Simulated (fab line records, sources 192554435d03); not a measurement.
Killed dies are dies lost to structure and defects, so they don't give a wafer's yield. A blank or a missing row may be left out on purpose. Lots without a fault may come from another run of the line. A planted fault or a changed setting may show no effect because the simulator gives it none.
Chamber matching | flow n5_finfet | N5_BEOL_M8_CMP_52 on cmp-03: 4 sister chambers
The step polishes, stops on SiCOH lowk, t overpolish 6.9 s, target thk 80 nm. 4 wafers are shown with their chamber, then 7 later ones without.

WAFERS WITH THEIR CHAMBER
wafer  | chamber | motor_current_A (A)
L090.1 | 0       | 5.5
L090.2 | 2       | 5.3
L092.1 | 1       | 5.5
L092.4 | 3       | 6.4

WAFERS WITHOUT THEIR CHAMBER
wafer  | motor_current_A (A)
L092.5 | 6.4
L095.2 | 5.5
L095.4 | 5.3
L095.5 | 6.7
L096.3 | 5.2
L096.4 | 5.5
L096.6 | 6.7

WHICH CHAMBER EACH WENT THROUGH
wafer  | from the rows above          | in truth
L092.5 | 3                            | 3
L095.2 | can't be placed: 0 or 1 or 2 | 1
L095.4 | can't be placed: 2 or 0 or 1 | 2
L095.5 | 3                            | 3
L096.3 | can't be placed: 2 or 0 or 1 | 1
L096.4 | can't be placed: 0 or 1 or 2 | 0
L096.6 | 3                            | 3
Placed correctly: 3 of 7. Can't be placed from these rows: 4 (the true chamber is among the candidates in 4). Placed wrongly: 0.
How it was worked out, from the rows above alone: a wafer's distance from a chamber is the root of the sum, over the readings, of the square of ((its reading less the chamber's mean) divided by the reading's scatter). The wafer belongs to the nearest chamber; if the next one is less than 2 further off, it can't be placed. A chamber's mean is the mean of its shown wafers. The scatter: with one shown wafer a chamber, the root of the mean of the squares of how far each hidden wafer lies from its nearest shown one.
